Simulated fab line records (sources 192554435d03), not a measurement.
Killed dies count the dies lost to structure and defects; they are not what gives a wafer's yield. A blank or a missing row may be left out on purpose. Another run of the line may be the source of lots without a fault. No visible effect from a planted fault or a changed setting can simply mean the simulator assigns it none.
fab line records | flow n5Finfet
record: lots: 11 wafers: 33 lastDay: 20
route steps=1938 shown BEOL_M4@1062 PAD_METAL@1896 PASSIVATION@1910
lots that met no fault: taken from a fault-free run of the same line
startH: hours from the record's first day to the start of the lot's first wafer shown | waitH: hours from the lot's prior step to this one | " identical to the entry in the row above | L1.1+2: several wafers, shown together as one row | - no value, or no start was given | * or withheld: withheld | < > ~ a bound
route shown NAME@n: names a module that has steps shown in the file, with the first one's number in the route | usual: mean/standard deviation taken from wafers without a fault | same: alike in all rows | chamber/n: place in a boat | sites: the reading at each site | _std_site: their standard deviation | _edge_site: the outer-site mean with the inner-site mean subtracted | radiusMm: for every site, how far away it sits from the centre of the wafer | mask NAME#n: copy n | behind: the tool/chamber that last shaped the wafer | hold: the reason the lot was held/the length of the hold in hours/how it ended | device: which transistor (n, p or np) failed to switch | end of line: the tests these same wafers got at the end of their route | where a step has no rows: the recipe by itself | killed: at the first sort, the dies lost to defects and structure; wafer yield is something else | map: dies across one wafer; x = killed, . = not, _ = none there
set.NAME: setting as actually run; set.NAME@STEP: the setting as run at that earlier step | model.NAME: the simulator's own value behind a step, which no gauge read
a sample of lots followed through the steps of the route, with each step as a table and each wafer as a row
services: the hour from which a tool's chamber was out of use, counted from the record's first day as startH (under 0 if before that day), plus the number of hours and why
== steps ==
step: N5_BEOL_M4_ALD_98
recipe: material: SiO2 targetThkA: 25 tempC: 100 aldPrecursorFamily: BDEAS aldCoReactant: O2-plasma pulseTimeS: 1 coReactantPulseTimeS: 1 purgeTimeS: 2 coReactantPurgeTimeS: 2 aldCycles: 17 pressureTorr: 2
usual: heaterPowerW: 78/6.1 precursorPulseHeightRel: 1.000/0.021
columns lot.wafer tool chamber startH waitH heaterPowerW precursorPulseHeightRel sinceWetCleanH
L304.1 aldSin-02 0 176.14 0.5 84 1.010 274
L304.2 " 2 " " 72 1.003 274
L304.5 " 1 " " 83 0.999 -
L305.1 aldSin-04 2 192.85 1.4 63 1.001 2
L305.5 " 3 " " 71 1.016 -
L305.6 " 0 " " 80 1.033 -
L308.1 aldSin-02 1 218.93 0.1 81 0.969 317
L308.5 " 2 " " 73 0.991 -
L308.6 " 3 " " 87 1.007 -
L309.1 aldSin-04 1 230.49 0.4 69 1.003 39
L309.4 " 3 " " 72 0.978 39
L309.5 " 0 " " 82 1.002 -
L316.2 aldSin-02 2 241.57 0.1 74 1.019 339
L316.4 " 1 " " 84 1.027 339
L316.6 " 2 " " 74 1.024 -
L314.1 aldSin-02 2 243.78 0.1 74 1.045 342
L314.2 " 0 " " 85 1.019 342
L314.4 " 3 " " 87 0.979 342
L319.1 aldSin-04 0 266.29 0.2 81 1.038 75
L319.3 " 2 " " 66 1.001 75
L319.4 " 3 " " 74 1.031 75
L323.1 aldSin-03 2 290.56 0.2 82 0.982 191
L323.4 " 0 " " 78 0.988 191
L323.5 " 3 " " 83 0.935 -
L320.2 aldSin-02 3 322.99 0.1 86 0.994 39
L320.4 " 0 " " 82 1.006 39
L320.6 " 3 " " 84 0.985 -
L325.3 aldSin-02 0 330.22 0.1 82 1.004 47
L325.4 " 2 " " 72 0.975 47
L325.6 " 0 " " 81 0.994 -
L327.1 aldSin-03 0 336.92 0.1 78 1.016 238
L327.2 " 2 " " 81 1.023 238
L327.6 " 1 " " 76 1.007 -
step: N5_PASSIVATION_AL_DEP_21
recipe: material: Al targetThkA: 28000 tempC: 400 timeS: 170 powerW: 30000 chamberPressurePa: 0.4 gas: Ar
usual: throttleValvePct: 29.7/1.5
columns lot.wafer tool chamber startH waitH throttleValvePct
L305.1 pvdSputter-03 - 312.13 0.1 29.7
L305.5 " - " " 28.4
L305.6 " - " " 32.2
L304.1 pvdSputter-02 - 319.31 0.1 31.0
L304.2 " - " " 29.3
L304.5 " - " " 31.1
L308.1 pvdSputter-03 - 339.88 0.1 28.2
L308.5 " - " " 27.2
L308.6 " - " " 29.6
L309.1 pvdSputter-03 - 344.04 0.1 32.4
L309.4 " - " " 27.6
L309.5 " - " " 29.6
L316.2 pvdSputter-03 - 377.33 0.1 29.8
L316.4 " - " " 27.4
L316.6 " - " " 32.3
L314.1 pvdSputter-02 - 377.77 0.1 31.0
L314.2 " - " " 27.2
L314.4 " - " " 29.3
L319.1 pvdSputter-02 - 386.48 0.1 29.3
L319.3 " - " " 30.8
L319.4 " - " " 31.0
L323.1 pvdSputter-03 - 406.05 0.1 29.5
L323.4 " - " " 28.2
L323.5 " - " " 28.3
L325.3 pvdSputter-03 - 445.79 0.1 27.3
L325.4 " - " " 28.2
L325.6 " - " " 27.5
L320.2 pvdSputter-01 - 446.53 0.1 28.9
L320.4 " - " " 29.8
L320.6 " - " " 30.9
L327.1 pvdSputter-01 - 470.79 0.1 28.9
L327.2 " - " " 29.2
L327.6 " - " " 29.9
step: N5_PASSIVATION_ETCH_59
recipe: chemistry: Cl2/BCl3 target: TaN targetDepthA: 650 timeS: 34.9 ionEnergyEv: 100 pressureMtorr: 10 icpW: 900 biasW: 100 Cl2_flow_sccm: 60 bcl3FlowSccm: 30
usual: drypumpMotorCurrentA: 5.72/0.29 heBacksideLeakSccm: 3.29/0.23 oesProductAu: 0.78/0.096 throttleValvePct: 21.08/0.25
columns lot.wafer tool chamber startH waitH drypumpMotorCurrentA heBacksideLeakSccm oesProductAu rfHoursCounterH throttleValvePct
L305.1 rieMetal-02 0 313.17 0.3 5.67 3.19 0.68 89 20.67
L305.5 " 0 " " 5.68 3.33 0.68 - 20.68
L305.6 " 1 " " 5.37 3.15 0.91 - 21.31
L304.1 rieMetal-02 1 320.49 0.3 5.34 3.15 0.91 11 21.31
L304.2 " 0 " " 5.66 3.27 0.68 91 20.67
L304.5 " 1 " " 5.36 3.17 0.90 - 21.31
L308.1 rieMetal-02 1 340.93 0.3 5.37 3.02 0.88 14 21.32
L308.5 " 0 " " 5.67 3.48 0.68 - 20.68
L308.6 " 1 " " 5.37 3.23 0.89 - 21.33
L309.1 rieMetal-01 1 346.00 0.3 6.16 3.28 0.91 8 20.89
L309.4 " 1 " " 6.11 3.44 0.90 - 20.93
L309.5 " 0 " " 5.91 3.47 0.68 - 21.13
L316.2 rieMetal-02 0 378.45 0.3 5.67 3.23 0.67 101 20.69
L316.4 " 0 " " 5.69 3.26 0.67 - 20.70
L316.6 " 1 " " 5.39 3.37 0.89 - 21.31
L314.1 rieMetal-01 1 378.82 0.3 6.15 3.22 0.89 13 20.91
L314.2 " 0 " " 5.91 3.49 0.67 80 21.12
L314.4 " 0 " " 5.89 3.41 0.67 - 21.11
L319.1 rieMetal-03 0 388.28 0.3 6.02 3.34 0.84 27 21.21
L319.3 " 1 " " 5.43 3.42 0.78 - 21.30
L319.4 " 0 " " 6.02 3.25 0.86 - 21.22
L323.1 rieMetal-02 0 407.32 0.3 5.67 3.41 0.66 105 20.70
L323.4 " 1 " " 5.35 3.18 0.86 - 21.34
L323.5 " 1 " " 5.34 3.16 0.87 - 21.32
L325.3 rieMetal-03 0 446.99 0.2 6.12 3.27 0.83 - 21.25
L325.4 " 1 " " 5.44 3.26 0.76 - 21.35
L325.6 " 0 " " 6.06 3.44 0.83 - 21.24
L320.2 rieMetal-03 1 447.71 0.3 5.45 3.40 0.75 50 21.32
L320.4 " 1 " " 5.47 3.46 0.76 - 21.35
L320.6 " 0 " " 6.04 3.30 0.83 - 21.25
L327.1 rieMetal-03 0 472.17 0.3 6.01 3.45 0.82 36 21.23
L327.2 " 1 " " 5.42 3.38 0.74 53 21.36
L327.6 " 0 " " 6.01 3.48 0.82 - 21.23
step: N5_PASSIVATION_DESCUM_46
recipe: chemistry: O2 timeS: 7.9 sourcePowerW: 50 biasPowerW: 20 pressureMtorr: 20 rfFrequencyHz: 2.712e+07 tempC: 40 o2FlowSccm: 225
usual: drypumpMotorCurrentA: 5.7/0.48 oesProductAu: 0.82/0.08 rfVppV: 242.7/1.4 showerheadPlenumPTorr: 2.07/0.074 throttleValvePct: 20.46/0.22
columns lot.wafer tool chamber startH waitH drypumpMotorCurrentA oesProductAu rfHoursCounterH rfVppV showerheadPlenumPTorr throttleValvePct
L305.1 rieDiel-05 3 314.72 0.0 5.4 0.67 251 241.9 2.06 20.95
L305.5 " 0 " " 6.5 0.86 - 242.2 2.05 20.01
L305.6 " 2 " " 6.3 0.68 - 243.4 2.07 20.67
L304.1 rieDiel-06 2 322.27 0.5 5.5 0.75 154 242.7 2.09 20.31
L304.2 " 3 " " 4.9 0.92 40 241.7 2.04 20.66
L304.5 " 0 " " 5.7 0.86 - 243.2 2.04 20.39
L308.1 rieDiel-06 1 342.17 0.0 5.8 0.72 199 241.8 1.98 20.67
L308.5 " 2 " " 5.5 0.75 - 242.0 2.08 20.31
L308.6 " 1 " " 5.8 0.72 - 242.6 1.98 20.66
L309.1 rieDiel-05 2 347.25 0.0 6.2 0.68 239 241.8 2.07 20.68
L309.4 " 1 " " 6.5 0.93 - 246.1 2.24 20.39
L309.5 " 2 " " 6.2 0.69 - 242.2 2.07 20.67
L316.2 rieDiel-05 1 379.70 0.0 6.4 0.90 25 245.6 2.24 20.42
L316.4 " 3 " " 5.4 0.94 - 241.6 2.05 20.60
L316.6 " 0 " " 6.5 0.83 - 242.1 2.04 20.06
L314.1 rieDiel-03 1 380.12 0.0 5.5 0.85 62 242.3 2.04 20.67
L314.2 " 0 " " 5.7 0.68 247 240.3 1.97 20.76
L314.4 " 2 " " 5.8 0.81 109 244.3 2.19 20.40
L319.1 rieDiel-03 1 389.65 0.0 5.4 0.85 66 241.4 2.04 20.68
L319.3 " 3 " " 5.3 0.88 34 242.8 2.04 20.14
L319.4 " 2 " " 5.8 0.79 - 245.1 2.19 20.41
L323.1 rieDiel-06 0 408.81 0.0 5.7 0.83 80 242.4 2.03 20.44
L323.4 " 2 " " 5.5 0.73 183 242.7 2.08 20.36
L323.5 " 2 " " 5.5 0.73 - 240.7 2.08 20.36
L325.3 rieDiel-05 2 448.50 0.0 6.3 0.93 21 241.2 2.06 20.33
L325.4 " 0 " " 6.5 0.80 109 242.5 2.03 20.10
L325.6 " 2 " " 6.3 0.93 - 244.1 2.06 20.33
L320.2 rieDiel-05 3 449.09 0.1 5.4 0.88 40 242.1 2.04 20.61
L320.4 " 1 " " 6.5 0.84 54 244.7 2.23 20.45
L320.6 " 0 " " 6.5 0.79 - 242.7 2.03 20.09
L327.1 rieDiel-05 2 473.53 0.0 6.2 0.91 29 242.3 2.05 20.35
L327.2 " 3 " " 5.5 0.86 49 241.1 2.04 20.63
L327.6 " 1 " " 6.5 0.84 - 245.4 2.22 20.48
step: N5_PASSIVATION_PROBE_49
usual: defectLimitedYield: 91.1/1.4 killed_at_M0_to_M3: 34/10 killed_at_M4_up: 14/5.5 killedAtContacts: 12/5.1 killedAtFrontEnd: 41/12 killedAtOther: 4/3.1 killedDies: 105/17 killedOnRim: 13/3.7 killedOpen: 70/13 killedShort: 33/7.6 sort_bin_5_function: 5.3/0.98 sort_bin_6_memory: 3.3/0.67 sort_bin_8_speed: 0.00/0.007 sortNPass: 1075/17 sortYieldPct: 91.1/1.4
same: grossDies: 1180 killedAtBackSide: 0 sort_bin_4_leakage[%]: 0
columns lot.wafer tool chamber startH waitH defectLimitedYield[%] killed_at_M0_to_M3 killed_at_M4_up killedAtContacts killedAtFrontEnd killedAtOther killedDies killedOnRim killedOpen killedShort sort_bin_5_function[%] sort_bin_6_memory[%] sort_bin_8_speed[%] sortNPass sortYieldPct[%]
L305.1 prober-02 - 317.76 0.0 92.8 39 4 18 24 0 85 6 61 22 3.3 3.7 0 1095 92.8
L305.5 prober-02 - 317.96 0.2 89.1 51 10 13 49 6 129 14 92 35 6.7 3.9 0 1051 89.1
L305.6 prober-02 - 318.01 0.3 90.9 44 10 10 41 2 107 15 66 34 4.1 4.6 0 1073 90.9
L304.1 prober-01 - 325.31 0.0 88.7 46 16 12 57 2 133 19 82 49 6.5 4.4 0 1047 88.7
L304.2 prober-01 - 325.36 0.1 89.8 48 6 16 50 0 120 13 78 39 6.3 3.6 0 1060 89.8
L304.5 prober-01 - 325.51 0.2 89.9 55 8 10 42 4 119 17 69 50 5.5 4.0 0 1061 89.9
L308.1 prober-01 - 345.22 0.0 90.9 21 8 15 57 6 107 7 71 34 5.0 3.6 0 1073 90.9
L308.5 prober-01 - 345.42 0.2 89.5 38 12 5 60 9 124 14 81 38 6.4 3.9 0 1056 89.5
L308.6 prober-01 - 345.47 0.3 90.5 45 14 4 44 5 112 14 75 33 5.4 3.8 0 1068 90.5
L309.1 prober-02 - 350.86 0.0 92.4 31 14 7 30 8 90 7 66 22 3.5 3.7 0 1090 92.4
L309.4 prober-02 - 351.01 0.2 90.6 31 22 13 36 9 111 15 76 35 5.4 3.9 0 1069 90.6
L309.5 prober-02 - 351.06 0.2 90.8 50 15 7 34 2 108 13 61 46 6.0 2.9 0 1072 90.8
L316.2 prober-01 - 382.81 0.1 82.5 40 123 18 22 3 206 29 63 26 9.4 4.5 0.08 973 82.5
L316.4 prober-01 - 382.91 0.2 93.8 30 4 9 26 4 73 12 49 23 4.0 1.9 0 1107 93.8
L316.6 prober-01 - 383.01 0.3 83.7 44 120 10 17 1 192 21 54 25 11.3 2.5 0 988 83.7
L314.1 prober-02 - 383.20 0.0 79.1 38 135 13 55 6 247 34 85 48 14.1 4.1 0 933 79.1
L314.2 prober-02 - 383.25 0.1 92.2 31 16 12 31 2 92 12 60 32 4.8 2.9 0 1088 92.2
L314.4 prober-02 - 383.35 0.2 89.7 23 26 18 51 3 121 14 81 39 6.4 3.6 0 1059 89.7
L319.1 prober-02 - 392.69 0.0 91.0 45 6 10 44 1 106 14 74 30 5.4 3.2 0 1074 91.0
L319.3 prober-02 - 392.79 0.1 91.9 19 20 11 45 0 95 15 61 32 5.0 2.9 0 1085 91.9
L319.4 prober-02 - 392.84 0.2 91.4 31 11 21 37 1 101 19 72 28 4.6 3.6 0 1079 91.4
L323.1 prober-01 - 411.87 0.0 89.8 25 15 26 46 8 120 12 90 30 6.4 3.5 0 1060 89.8
L323.4 prober-01 - 412.02 0.2 91.1 30 13 9 48 5 105 19 70 35 4.8 3.9 0 1075 91.1
L323.5 prober-01 - 412.07 0.2 90.8 37 10 12 48 2 109 18 71 37 5.3 3.5 0 1071 90.8
L325.3 prober-01 - 451.66 0.1 92.0 32 11 9 41 1 94 7 66 26 4.8 2.9 0 1086 92.0
L325.4 prober-01 - 451.71 0.2 91.9 26 16 11 37 5 95 9 61 34 4.7 3.1 0 1085 91.9
L325.6 prober-01 - 451.81 0.3 89.3 54 10 9 52 1 126 18 90 32 6.2 4.4 0 1054 89.3
L320.2 prober-02 - 452.18 0.1 91.8 26 9 27 32 3 97 18 71 25 5.2 2.8 0 1083 91.8
L320.4 prober-02 - 452.28 0.2 92.3 31 11 9 25 15 91 13 59 31 4.1 3.4 0 1089 92.3
L320.6 prober-02 - 452.38 0.3 92.3 16 19 12 35 9 91 14 63 26 4.5 3.0 0 1089 92.3
killed by level:class
L305.1 MOL_CONTACT_COAG:geometricParticle:open=14 STI_FIN_REVEAL:geometricParticle:open=9 BEOL_M2:geometricParticle:open=9 BEOL_M0_SAQP:geometricParticle:open=7 BEOL_M3:geometricParticle:open=6 MOL_CONTACT_COAG:geometricParticle:short=4 BEOL_M0_SAQP:geometricParticle:short=4 BEOL_M0:geometricParticle:short=4
L305.5 BEOL_M0_SAQP:geometricParticle:open=15 DUMMY_GATE:geometricParticle:open=12 MOL_CONTACT_COAG:geometricParticle:open=12 STI_FIN_REVEAL:geometricParticle:open=9 BEOL_M0_SAQP:geometricParticle:short=9 BEOL_M3:geometricParticle:open=8 BEOL_M2:geometricParticle:open=7 FIN_SAQP:geometricParticle:open=5
L305.6 BEOL_M0_SAQP:geometricParticle:short=17 MOL_CONTACT_COAG:geometricParticle:open=10 BEOL_M0_SAQP:geometricParticle:open=9 STI_FIN_REVEAL:geometricParticle:open=7 GATE_CUT:geometricParticle:short=7 ILD0:geometricParticle:open=6 BEOL_M3:geometricParticle:open=5 BEOL_M1:geometricParticle:open=4
L304.1 BEOL_M0_SAQP:geometricParticle:short=15 STI_FIN_REVEAL:geometricParticle:open=14 FIN_SAQP:geometricParticle:open=13 MOL_CONTACT_COAG:geometricParticle:open=10 FIN_SAQP:geometricParticle:short=8 BEOL_M2:geometricParticle:open=8 STI_FIN_REVEAL:geometricParticle:short=8 BEOL_M4:geometricParticle:open=8
L304.2 STI_FIN_REVEAL:geometricParticle:open=14 BEOL_M1:geometricParticle:open=14 MOL_CONTACT_COAG:geometricParticle:open=11 BEOL_M0:geometricParticle:open=10 BEOL_M0_SAQP:geometricParticle:short=9 GATE_CUT:geometricParticle:short=7 FIN_SAQP:geometricParticle:open=6 BEOL_M0_SAQP:geometricParticle:open=5
L304.5 BEOL_M0_SAQP:geometricParticle:short=16 FIN_SAQP:geometricParticle:short=14 BEOL_M3:geometricParticle:open=10 BEOL_M1:geometricParticle:open=9 STI_FIN_REVEAL:geometricParticle:open=8 MOL_CONTACT_COAG:geometricParticle:open=8 BEOL_M0_SAQP:geometricParticle:open=7 FIN_SAQP:geometricParticle:open=5
L308.1 STI_FIN_REVEAL:geometricParticle:open=13 MOL_CONTACT_COAG:geometricParticle:open=13 FIN_SAQP:geometricParticle:short=12 DUMMY_GATE:geometricParticle:open=10 FIN_SAQP:geometricParticle:open=7 BEOL_M1:geometricParticle:open=6 BEOL_M0_SAQP:geometricParticle:open=4 ILD0:geometricParticle:short=3
L308.5 BEOL_M0_SAQP:geometricParticle:open=15 FIN_SAQP:geometricParticle:open=12 STI_FIN_REVEAL:geometricParticle:open=10 FIN_SAQP:geometricParticle:short=8 BEOL_M0_SAQP:geometricParticle:short=8 BEOL_M2:geometricParticle:open=6 GATE_CUT:geometricParticle:open=4 BEOL_M3:geometricParticle:open=4
L308.6 FIN_SAQP:geometricParticle:open=17 FIN_SAQP:geometricParticle:short=8 BEOL_M1:geometricParticle:open=8 BEOL_M2:geometricParticle:open=8 BEOL_M0_SAQP:geometricParticle:short=7 BEOL_M0_SAQP:geometricParticle:open=6 STI_FIN_REVEAL:geometricParticle:open=5 BEOL_M1:geometricParticle:short=5
L309.1 BEOL_M4:geometricParticle:open=9 BEOL_M0_SAQP:geometricParticle:open=8 MOL_CONTACT_COAG:geometricParticle:open=7 STI_FIN_REVEAL:geometricParticle:open=6 BEOL_M2:geometricParticle:open=6 BEOL_M3:geometricParticle:open=6 FIN_SAQP:geometricParticle:open=5 BEOL_M0_SAQP:geometricParticle:short=5
L309.4 BEOL_M4:geometricParticle:open=16 STI_FIN_REVEAL:geometricParticle:open=10 BEOL_M0_SAQP:geometricParticle:short=9 MOL_CONTACT_COAG:geometricParticle:open=8 BEOL_M3:geometricParticle:open=7 FIN_SAQP:geometricParticle:open=6 MOL_CONTACT_COAG:geometricParticle:short=5 BEOL_M0_SAQP:geometricParticle:open=5
L309.5 BEOL_M0_SAQP:geometricParticle:short=18 BEOL_M0_SAQP:geometricParticle:open=8 BEOL_M2:geometricParticle:open=7 MOL_CONTACT_COAG:geometricParticle:open=7 BEOL_M4:geometricParticle:open=7 FIN_SAQP:geometricParticle:short=6 BEOL_M1:geometricParticle:open=5 STARTING-WAFER:geometricParticle:short=5
L316.2 BEOL_M4:unspecified=116 BEOL_M2:geometricParticle:open=14 MOL_CONTACT_COAG:geometricParticle:open=13 FIN_SAQP:geometricParticle:open=9 BEOL_M3:geometricParticle:open=9 MOL_CONTACT_COAG:geometricParticle:short=5 BEOL_M0_SAQP:geometricParticle:short=5 FIN_SAQP:geometricParticle:short=4
L316.4 BEOL_M2:geometricParticle:open=9 MOL_CONTACT_COAG:geometricParticle:open=7 FIN_SAQP:geometricParticle:open=6 BEOL_M3:geometricParticle:open=6 FIN_SAQP:geometricParticle:short=4 DUMMY_GATE:geometricParticle:open=4 BEOL_M2:geometricParticle:short=3 STARTING-WAFER:geometricParticle:short=3
L316.6 BEOL_M4:unspecified=113 BEOL_M2:geometricParticle:open=18 BEOL_M0_SAQP:geometricParticle:short=9 MOL_CONTACT_COAG:geometricParticle:open=8 FIN_SAQP:geometricParticle:open=6 BEOL_M3:geometricParticle:open=6 BEOL_M0_SAQP:geometricParticle:open=5 BEOL_M3:geometricParticle:short=3
L314.1 BEOL_M4:unspecified=113 BEOL_M0_SAQP:geometricParticle:open=15 STI_FIN_REVEAL:geometricParticle:open=13 BEOL_M0_SAQP:geometricParticle:short=12 FIN_SAQP:geometricParticle:short=10 FIN_SAQP:geometricParticle:open=10 BEOL_M4:geometricParticle:open=10 MOL_CONTACT_COAG:geometricParticle:open=10
L314.2 BEOL_M0_SAQP:geometricParticle:short=11 MOL_CONTACT_COAG:geometricParticle:open=10 DUMMY_GATE:geometricParticle:open=8 BEOL_M4:geometricParticle:open=7 BEOL_M2:geometricParticle:open=6 GATE_CUT:geometricParticle:short=5 BEOL_M0_SAQP:geometricParticle:open=5 STI_FIN_REVEAL:geometricParticle:open=4
L314.4 FIN_SAQP:geometricParticle:open=13 MOL_CONTACT_COAG:geometricParticle:open=13 BEOL_M4:geometricParticle:open=12 DUMMY_GATE:geometricParticle:open=11 GATE_CUT:geometricParticle:short=8 BEOL_M0_SAQP:geometricParticle:open=7 MOL_CONTACT_COAG:geometricParticle:short=5 BEOL_M0_SAQP:geometricParticle:short=5
L319.1 STI_FIN_REVEAL:geometricParticle:open=13 BEOL_M0_SAQP:geometricParticle:open=11 MOL_CONTACT_COAG:geometricParticle:open=9 BEOL_M2:geometricParticle:open=9 BEOL_M0_SAQP:geometricParticle:short=8 DUMMY_GATE:geometricParticle:open=6 FIN_SAQP:geometricParticle:open=5 BEOL_M3:geometricParticle:open=5
L319.3 STI_FIN_REVEAL:geometricParticle:open=10 MOL_CONTACT_COAG:geometricParticle:open=10 FIN_SAQP:geometricParticle:short=7 STI_FIN_REVEAL:geometricParticle:short=6 BEOL_M0_SAQP:geometricParticle:short=6 BEOL_M1:geometricParticle:open=6 BEOL_M4:geometricParticle:open=6 BEOL_M4:geometricParticle:short=6
L319.4 MOL_CONTACT_COAG:geometricParticle:open=18 STI_FIN_REVEAL:geometricParticle:open=15 FIN_SAQP:geometricParticle:open=7 BEOL_M3:geometricParticle:open=6 BEOL_M0_SAQP:geometricParticle:open=5 BEOL_M2:geometricParticle:open=5 STI_FIN_REVEAL:geometricParticle:short=4 BEOL_M1:geometricParticle:open=4
L323.1 MOL_CONTACT_COAG:geometricParticle:open=20 FIN_SAQP:geometricParticle:open=14 BEOL_M4:geometricParticle:open=11 BEOL_M3:geometricParticle:open=8 FIN_SAQP:geometricParticle:short=6 MOL_CONTACT_COAG:geometricParticle:short=6 BEOL_M1:geometricParticle:open=6 BEOL_M0_SAQP:geometricParticle:open=5
L323.4 FIN_SAQP:geometricParticle:open=9 MOL_CONTACT_COAG:geometricParticle:open=8 BEOL_M0_SAQP:geometricParticle:short=8 FIN_SAQP:geometricParticle:short=7 STI_FIN_REVEAL:geometricParticle:open=7 GATE_CUT:geometricParticle:open=7 BEOL_M0_SAQP:geometricParticle:open=6 BEOL_M2:geometricParticle:open=6
L323.5 STI_FIN_REVEAL:geometricParticle:open=10 BEOL_M1:geometricParticle:open=9 BEOL_M3:geometricParticle:open=9 MOL_CONTACT_COAG:geometricParticle:open=8 FIN_SAQP:geometricParticle:short=7 FIN_SAQP:geometricParticle:open=6 SPACER0:geometricParticle:open=6 BEOL_M0_SAQP:geometricParticle:short=5
L325.3 FIN_SAQP:geometricParticle:open=11 STI_FIN_REVEAL:geometricParticle:open=11 BEOL_M3:geometricParticle:open=8 BEOL_M3:geometricParticle:short=8 MOL_CONTACT_COAG:geometricParticle:open=7 BEOL_M2:geometricParticle:open=6 GATE_CUT:geometricParticle:open=5 GATE_CUT:geometricParticle:short=4
L325.4 MOL_CONTACT_COAG:geometricParticle:open=9 BEOL_M1:geometricParticle:open=7 FIN_SAQP:geometricParticle:short=6 STI_FIN_REVEAL:geometricParticle:open=6 BEOL_M3:geometricParticle:open=6 BEOL_M5:geometricParticle:open=6 GATE_CUT:geometricParticle:open=4 BEOL_M0_SAQP:geometricParticle:short=4
L325.6 STI_FIN_REVEAL:geometricParticle:open=17 BEOL_M3:geometricParticle:open=13 FIN_SAQP:geometricParticle:open=12 BEOL_M1:geometricParticle:open=11 MOL_CONTACT_COAG:geometricParticle:open=8 BEOL_M0:geometricParticle:open=7 FIN_SAQP:geometricParticle:short=6 BEOL_M0_SAQP:geometricParticle:open=6
L320.2 MOL_CONTACT_COAG:geometricParticle:open=25 BEOL_M2:geometricParticle:open=10 FIN_SAQP:geometricParticle:open=7 BEOL_M3:geometricParticle:open=7 FIN_SAQP:geometricParticle:short=5 STARTING-WAFER:geometricParticle:open=5 GATE_CUT:geometricParticle:short=4 BEOL_M0_SAQP:geometricParticle:short=4
L320.4 BEOL_M2:geometricParticle:open=15 FIN_SAQP:geometricParticle:open=8 MOL_CONTACT_COAG:geometricParticle:open=8 BEOL_M4:geometricParticle:open=8 FIN_SAQP:geometricParticle:short=7 BEOL_M2:geometricParticle:short=6 BEOL_M0_SAQP:geometricParticle:short=4 BEOL_M3:geometricParticle:open=3
L320.6 MOL_CONTACT_COAG:geometricParticle:open=9 FIN_SAQP:geometricParticle:open=8 STI_FIN_REVEAL:geometricParticle:open=7 GATE_CUT:geometricParticle:short=5 BEOL_M0_SAQP:geometricParticle:open=5 BEOL_M3:geometricParticle:open=5 BEOL_M4:geometricParticle:open=4 FIN_SAQP:geometricParticle:short=3
== services ==
columns tool chamber startH hours kind
rieDiel-05 - 156.79 2.8 pm
aldSin-04 - 174.53 2.8 pm
aldSin-02 - 208.55 2.8 pm
rieDiel-05 - 223.81 28.1 pm
aldSin-04 - 237.41 0.4 repair
rieMetal-03 1 246.75 18.7 repair
rieDiel-05 1 267.39 5.0 repair
aldSin-02 2 268.71 13.2 repair
aldSin-02 - 269.68 14.0 pm
aldSin-04 0 272.91 2.1 repair
rieDiel-05 1 299.46 2.0 repair
rieDiel-06 1 299.65 16.4 repair
aldSin-04 3 321.07 3.9 repair
aldSin-02 3 340.05 7.2 repair
aldSin-02 2 351.86 14.1 repair
rieMetal-02 1 353.84 23.1 repair
pvdSputter-03 - 358.43 1.8 repair
aldSin-04 - 378.05 0.6 repair
rieDiel-05 3 390.05 2.9 repair
pvdSputter-03 - 400.31 4.1 repair
aldSin-04 2 408.24 21.4 repair
aldSin-02 1 415.52 4.6 repair
aldSin-04 - 421.23 0.5 repair
rieDiel-05 2 421.86 4.9 repair
== key ==
firstSign: step: N5_PASSIVATION_PROBE_49 reading: killed_at_M4_up direction: up sigmas: 21 usual: 14 struck: 126
effect: step: N5_PASSIVATION_PROBE_49 reading: killedDies direction: up sigmas: 6.5 usual: 105 struck: 215
moreKillsBornAt: N5_BEOL_M4_ALD_98@aldSin-02: 342
metAt N5_BEOL_M4_ALD_98
struckLots L314,L316
struckWafers L314.1,L316.2,L316.6
notActingAt N5_PASSIVATION_AL_DEP_21,N5_PASSIVATION_ETCH_59,N5_PASSIVATION_DESCUM_46
onsetBetween 218.93 241.57
fault: kind: chamberParticleSource tool: aldSin-02 chamber: 2 onsetH: 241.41 steps: N5_BEOL_M4_ALD_98 ratePerVisitCm2: 1.3802 endH: 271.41
